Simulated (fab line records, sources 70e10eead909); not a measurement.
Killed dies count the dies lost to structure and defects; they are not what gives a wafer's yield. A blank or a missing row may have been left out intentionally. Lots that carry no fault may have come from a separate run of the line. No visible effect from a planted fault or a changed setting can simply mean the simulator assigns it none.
Code-filled problem report in 8D (eight disciplines) form :: flow nand harc :: the parts of the form that need people (team, actions taken, sign-off) are left out

== 1. WHAT WENT WRONG ==
exposure dose mJ cm2 at NHARC_A_STAIRCASE_EXPOSE_247 reads a mean of 25.621 on 11 wafers of 4 lots; wafers without a fault read 25.329 with a standard deviation of 0.027. Relative to the usual mean, that is a shift of +11 standard deviations.
The step: exposes mask SDS 1.
Seen first at day 15 11:59 on krf scanner-03, wafer L298.2. The record holds 35 wafers of 12 lots with a number at this step. By rule, "out" or "out of limits" means more than 4 standard deviations away from the usual mean. All remaining wafers that have a number are taken as sound.

== 2. WHAT IT IS, WHAT IT ISN'T ==
question: which readings at this step
is: exposure dose mJ cm2
is not: focus offset nm

question: which lots
is: L298, L299, L300, L303
is not: L280, L281, L282, L290, L293, L294, L295, L296

question: which wafers of those lots
is: all that have a number
is not: -

question: read on which tools
is: krf scanner-03
is not: krf scanner-02, krf scanner-04

question: when
is: from day 15 11:59
is not: up to then (24 sound wafers)

== 3. WHAT RULES OUT EACH SUSPECT ==
Counting: any tool at a process step up to the reading is kept as a suspect provided that every lot that is out went through it and no sound lot did after the first of them.
- krf scanner-03 at NHARC_A_STAIRCASE_EXPOSE_247 (exposes mask SDS 1): kept. It ran every lot that is out, first L298 (day 15 11:59), and no sound lot after that; its last sound lot up to then is L296 (day 15 08:34). Its own exposure dose mJ cm2 readings are out on those wafers.
After counting, what remains is krf scanner-03 at NHARC_A_STAIRCASE_EXPOSE_247.

== 4. THE CAUSE (what the simulator had put in) ==
Process parameter drift: krf scanner-03, from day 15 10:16 on, at NHARC_A_STAIRCASE_EXPOSE_247. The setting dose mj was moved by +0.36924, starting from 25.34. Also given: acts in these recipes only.
The count eliminated every tool but this one.

== 5. SEQUENCE OF EFFECTS, ordered by route ==
One row per reading whose mean, taken over the struck wafers that have a number, lies over 3 standard deviations from the usual. Scope: only readings with a usual standard deviation given in the record; hours: median across lots of the time from each lot's start at the first step in this table that gives one to its start at this step; sigmas: change in usual standard deviations.
hours: 0
step: NHARC_A_STAIRCASE_EXPOSE_247
reading: exposure dose mJ cm2
usual: 25.329
on struck wafers: 25.621
change: +0.292
sigmas: +11
Its process steps:
- NHARC_A_STAIRCASE_EXPOSE_247: exposes mask SDS 1.

== 6. WHAT WOULD HAVE CAUGHT IT SOONER ==
In this record the first reading out of limits was taken at day 15 11:59, 2 hours after the fault began at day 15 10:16.
